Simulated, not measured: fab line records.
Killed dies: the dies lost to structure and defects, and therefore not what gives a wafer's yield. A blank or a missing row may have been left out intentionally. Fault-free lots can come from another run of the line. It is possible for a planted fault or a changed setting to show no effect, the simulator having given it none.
Matching of chambers | flow n5-finfet | ald-sin-01 running N5_SD_EPI_N_LINER_46: 4 sister chambers
The step material SiNx, target thk 3 nm. 8 wafers are shown with their chamber, then 9 later ones without.

## EACH WAFER AND ITS CHAMBER
wafer  | chamber | heater-power-w (W)
L077.3 | 3       | 804
L079.2 | 3       | 855
L084.1 | 2       | 856
L084.6 | 2       | 871
L086.6 | 1       | 698
L089.1 | 0       | 771
L089.5 | 0       | 773
L089.6 | 1       | 703

## WAFERS MISSING THEIR CHAMBER
wafer  | heater-power-w (W)
L093.3 | 833
L093.5 | 893
L093.6 | 695
L096.1 | 704
L096.2 | 787
L096.4 | 844
L097.1 | 834
L097.4 | 770
L097.6 | 703

## EACH ONE'S CHAMBER
wafer  | from the rows above     | in truth
L093.3 | can't be placed: 3 or 2 | 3
L093.5 | can't be placed: 2 or 3 | 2
L093.6 | 1                       | 1
L096.1 | 1                       | 1
L096.2 | can't be placed: 0 or 3 | 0
L096.4 | can't be placed: 3 or 2 | 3
L097.1 | can't be placed: 3 or 2 | 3
L097.4 | 0                       | 0
L097.6 | 1                       | 1
Correct placement for 4 of the 9. Can't be placed from these rows: 5 (the true chamber is among the candidates in 5). Number placed wrongly: 0.
How it was worked out, from the rows above alone: a wafer's distance from a chamber is the root of the sum, over the readings, of the square of ((its reading less the chamber's mean) divided by the reading's scatter). The wafer belongs to the nearest chamber; if the next one is less than 2 further off, it can't be placed. A chamber's mean is the mean of its shown wafers. The scatter is the square root of a quotient: the sum, over the shown wafers, of each reading's squared deviation from its chamber's mean, divided by wafers minus chambers.
